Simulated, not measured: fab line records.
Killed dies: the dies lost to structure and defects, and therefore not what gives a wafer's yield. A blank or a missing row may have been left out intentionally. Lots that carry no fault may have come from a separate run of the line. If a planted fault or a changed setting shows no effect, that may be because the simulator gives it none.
Matching of chambers || flow n5_finfet || rie_diel-05 running N5_BEOL_M15_ETCH_57: 4 sister chambers
The step etches SOC in N2/H2, time 750 s. 8 wafers are shown with their chamber, then 10 later ones without.

== WAFERS, EACH WITH ITS CHAMBER ==
{"wafer": "L076.1", "chamber": 1, "throttle_valve_pct (%)": 17.75, "showerhead_plenum_p_Torr (Torr)": 2.63}
{"wafer": "L076.4", "chamber": 0, "throttle_valve_pct (%)": 18.20, "showerhead_plenum_p_Torr (Torr)": 2.62}
{"wafer": "L081.1", "chamber": 0, "throttle_valve_pct (%)": 18.18, "showerhead_plenum_p_Torr (Torr)": 2.62}
{"wafer": "L084.3", "chamber": 3, "throttle_valve_pct (%)": 17.34, "showerhead_plenum_p_Torr (Torr)": 2.69}
{"wafer": "L084.5", "chamber": 2, "throttle_valve_pct (%)": 18.14, "showerhead_plenum_p_Torr (Torr)": 2.56}
{"wafer": "L084.6", "chamber": 3, "throttle_valve_pct (%)": 17.34, "showerhead_plenum_p_Torr (Torr)": 2.69}
{"wafer": "L085.4", "chamber": 2, "throttle_valve_pct (%)": 18.13, "showerhead_plenum_p_Torr (Torr)": 2.55}
{"wafer": "L085.5", "chamber": 1, "throttle_valve_pct (%)": 17.78, "showerhead_plenum_p_Torr (Torr)": 2.62}

== WAFERS WITH NO CHAMBER GIVEN ==
{"wafer": "L085.6", "throttle_valve_pct (%)": 18.22, "showerhead_plenum_p_Torr (Torr)": 2.61}
{"wafer": "L086.1", "throttle_valve_pct (%)": 18.16, "showerhead_plenum_p_Torr (Torr)": 2.55}
{"wafer": "L086.4", "throttle_valve_pct (%)": 17.77, "showerhead_plenum_p_Torr (Torr)": 2.62}
{"wafer": "L086.5", "throttle_valve_pct (%)": 18.22, "showerhead_plenum_p_Torr (Torr)": 2.61}
{"wafer": "L092.1", "throttle_valve_pct (%)": 18.23, "showerhead_plenum_p_Torr (Torr)": 2.61}
{"wafer": "L092.2", "throttle_valve_pct (%)": 17.78, "showerhead_plenum_p_Torr (Torr)": 2.62}
{"wafer": "L092.5", "throttle_valve_pct (%)": 18.18, "showerhead_plenum_p_Torr (Torr)": 2.55}
{"wafer": "L090.2", "throttle_valve_pct (%)": 17.38, "showerhead_plenum_p_Torr (Torr)": 2.69}
{"wafer": "L090.3", "throttle_valve_pct (%)": 17.81, "showerhead_plenum_p_Torr (Torr)": 2.62}
{"wafer": "L090.4", "throttle_valve_pct (%)": 17.39, "showerhead_plenum_p_Torr (Torr)": 2.69}

== WHICH CHAMBER EACH ONE RAN IN ==
{"wafer": "L085.6", "from the rows above": 0, "in truth": 0}
{"wafer": "L086.1", "from the rows above": 2, "in truth": 2}
{"wafer": "L086.4", "from the rows above": 1, "in truth": 1}
{"wafer": "L086.5", "from the rows above": 0, "in truth": 0}
{"wafer": "L092.1", "from the rows above": 0, "in truth": 0}
{"wafer": "L092.2", "from the rows above": 1, "in truth": 1}
{"wafer": "L092.5", "from the rows above": 2, "in truth": 2}
{"wafer": "L090.2", "from the rows above": 3, "in truth": 3}
{"wafer": "L090.3", "from the rows above": 1, "in truth": 1}
{"wafer": "L090.4", "from the rows above": 3, "in truth": 3}
Correctly placed: 10 of 10. From these rows, 0 cannot be placed. Wrongly placed: 0.
How it was worked out, from the rows above alone: a wafer's distance from a chamber is the root of the sum, over the readings, of the square of ((its reading less the chamber's mean) divided by the reading's scatter). If the next closest chamber is less than 2 further off than the closest, the wafer can't be placed; otherwise it belongs to the closest. A chamber's mean is the mean of its shown wafers. The scatter is the square root of a quotient: the sum, over the shown wafers, of each reading's squared deviation from its chamber's mean, divided by wafers minus chambers.
